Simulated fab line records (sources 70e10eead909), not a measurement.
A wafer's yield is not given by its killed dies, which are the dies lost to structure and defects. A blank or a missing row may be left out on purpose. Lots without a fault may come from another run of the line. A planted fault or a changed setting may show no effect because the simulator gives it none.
Which tool did it? -- flow nand-harc -- 13 lots with 39 wafers sampled at 5 steps, on a route of 1302 steps

WHAT THE GAUGES SHOWED, per wafer
NHARC_A_CHANNEL_HOLE_D2_CD_MEAS_31.
lot,measured,on,cd-nm (nm)
L921,day 13 22:16,cd-sem-02,90.3 91.0 92.4
L920,day 13 22:24,cd-sem-03,89.7 88.2 90.2
L923,day 14 15:20,cd-sem-01,87.2 88.6 91.2
L924,day 15 10:05,cd-sem-02,88.9 89.2 91.1
L925,day 15 10:58,cd-sem-01,90.2 92.6 93.9
L931,day 18 02:36,cd-sem-03,93.0 91.2 91.9
L937,day 20 03:51,cd-sem-02,91.0 92.5 91.0
L938,day 20 19:56,cd-sem-03,91.1 92.5 91.9
L940,day 21 22:53,cd-sem-03,90.8 89.0 90.9
L941,day 22 00:27,cd-sem-03,90.4 92.7 92.1
L939,day 22 03:03,cd-sem-01,92.8 92.0 89.9
L942,day 22 14:37,cd-sem-01,89.9 89.5 90.0
L943,day 23 05:59,cd-sem-01,91.0 88.2 88.6

NHARC_END_SORT_01.
lot,measured,on,killed-at-array,killed-at-other,killed-at-periphery,killed-dies,killed-open,killed-short
L937,day 30 15:14,prober-01,63 86 78,0 0 0,4 2 5,67 88 83,2 3 5,5 1 3

EACH LOT AND THE TOOL THAT RAN IT (in order: tool; ch and the chambers of the sampled wafers; start)
lot,NHARC_A_CHANNEL_FILL_D2_ALD_14,NHARC_A_CHANNEL_FILL_D2_ALD_15,NHARC_A_CHANNEL_FILL_D2_ALD_25
L921,"ald-hk-02 ch 0,2,3, day 14 05:43","ald-sin-batch-03 ch 0, day 15 11:20 or earlier","ald-hk-04 ch 0,1,2, day 15 11:20"
L920,"ald-hk-03 ch 0,2,3, day 14 05:38","ald-sin-batch-03 ch 0, day 15 10:07 or earlier","ald-hk-02 ch 1,3, day 15 10:07"
L923,"ald-hk-04 ch 0,2, day 14 22:44","ald-sin-batch-01 ch 0, day 16 06:30 or earlier","ald-hk-04 ch 2,3, day 16 06:30"
L924,"ald-hk-03 ch 0,1, day 15 23:10","ald-sin-batch-01 ch 0, day 17 05:17 or earlier","ald-hk-04 ch 0,3, day 17 05:17"
L925,"ald-hk-03 ch 0,3, day 15 23:20","ald-sin-batch-01 ch 0, day 17 09:27 or earlier","ald-hk-02 ch 1,3, day 17 09:27"
L931,"ald-hk-04 ch 1,3, day 18 10:05","ald-sin-batch-01 ch 0, day 19 14:29 or earlier","ald-hk-02 ch 0,1, day 19 14:29"
L937,"ald-hk-04 ch 1,2,3, day 20 11:14","ald-sin-batch-02 ch 0, day 21 17:40 or earlier","ald-hk-03 ch 0,1,3, day 21 17:40"
L938,"ald-hk-04 ch 0,1, day 21 03:46","ald-sin-batch-01 ch 0, day 22 09:57 or earlier","ald-hk-04 ch 0,2,3, day 22 09:57"
L940,"ald-hk-04 ch 0,1,2, day 22 06:16","ald-sin-batch-03 ch 0, day 23 11:05 or earlier","ald-hk-04 ch 0,1,3, day 23 11:05"
L941,"ald-hk-03 ch 1,2,3, day 22 06:16","ald-sin-batch-03 ch 0, day 23 11:05 or earlier","ald-hk-03 ch 0,1,3, day 23 11:05"
L939,"ald-hk-03 ch 0,2, day 22 10:29","ald-sin-batch-02 ch 0, day 23 16:49 or earlier","ald-hk-02 ch 0,3, day 23 16:49"
L942,"ald-hk-04 ch 0,1,2, day 22 22:06","ald-sin-batch-02 ch 0, day 24 04:21 or earlier","ald-hk-04 ch 1,2, day 24 04:21"
L943,"ald-hk-03 ch 2,3, day 23 10:43","ald-sin-batch-02 ch 0, day 24 16:20 or earlier","ald-hk-04 ch 0,1,3, day 24 16:20"
- NHARC_A_CHANNEL_FILL_D2_ALD_14: deposits SiO2, target thk 2.5 nm, pulse time 10 s, ald cycles 25.
- NHARC_A_CHANNEL_FILL_D2_ALD_15: deposits SiNx, target thk 2 nm, pulse time 60 s, ald cycles 19.
- NHARC_A_CHANNEL_FILL_D2_ALD_25: deposits SiOx, target thk 60 nm, pulse time 10 s, ald cycles 600.

WHAT THE TOOLS THEMSELVES READ (means of the sampled wafers that have a number; where no wafer has one, the mark that the record gives instead)
NHARC_A_CHANNEL_FILL_D2_ALD_14.
lot,tool,heater-power-w (W),precursor-pulse-height-rel
L921,ald-hk-02,462,1.002
L920,ald-hk-03,480,0.996
L923,ald-hk-04,562,0.998
L924,ald-hk-03,487,1.009
L925,ald-hk-03,454,0.980
L931,ald-hk-04,402,1.012
L937,ald-hk-04,453,0.974
L938,ald-hk-04,453,1.002
L940,ald-hk-04,507,1.009
L941,ald-hk-03,477,0.991
L939,ald-hk-03,485,1.008
L942,ald-hk-04,501,1.004
L943,ald-hk-03,494,0.996

NHARC_A_CHANNEL_FILL_D2_ALD_15.
lot,tool,precursor-pulse-height-rel
L921,ald-sin-batch-03,1.009
L920,ald-sin-batch-03,1.006
L923,ald-sin-batch-01,1.031
L924,ald-sin-batch-01,0.986
L925,ald-sin-batch-01,1.005
L931,ald-sin-batch-01,1.002
L937,ald-sin-batch-02,1.008
L938,ald-sin-batch-01,1.003
L940,ald-sin-batch-03,1.004
L941,ald-sin-batch-03,1.014
L939,ald-sin-batch-02,1.036
L942,ald-sin-batch-02,1.011
L943,ald-sin-batch-02,1.003

NHARC_A_CHANNEL_FILL_D2_ALD_25.
lot,tool,heater-power-w (W),precursor-pulse-height-rel
L921,ald-hk-04,508,0.995
L920,ald-hk-02,493,1.014
L923,ald-hk-04,498,0.990
L924,ald-hk-04,523,1.003
L925,ald-hk-02,461,1.005
L931,ald-hk-02,443,0.992
L937,ald-hk-03,444,1.000
L938,ald-hk-04,508,0.981
L940,ald-hk-04,461,0.986
L941,ald-hk-03,442,1.005
L939,ald-hk-02,463,1.007
L942,ald-hk-04,513,0.995
L943,ald-hk-04,458,0.980

THE ANSWER, worked out from the rows above alone
Rule: what is usual is taken from the lots themselves. Put in order of their means at a reading, lots are off if they are a third of the lots or fewer, leave a main group of 4 or more, and stand apart from it by a gap of 3 or more times the standard deviation of the main group's means; of several such gaps the widest counts. A main group is skipped when, at the precision printed for the reading in the tables above, its means are all equal. A lot without any number at a reading at which 4 lots or more have one is off too. Any other lot the step has rows for is counted as sound. The gauges are gone through in route order, then the tools' own readings, and for those a lot's mean is taken as printed above. At the first step where some lot is off, the reading lying furthest off is the one used; lots without a number count as furthest.
Nothing can be told from this: no lot is off at any reading shown.

WHAT HAD BEEN PUT IN BY THE SIMULATOR
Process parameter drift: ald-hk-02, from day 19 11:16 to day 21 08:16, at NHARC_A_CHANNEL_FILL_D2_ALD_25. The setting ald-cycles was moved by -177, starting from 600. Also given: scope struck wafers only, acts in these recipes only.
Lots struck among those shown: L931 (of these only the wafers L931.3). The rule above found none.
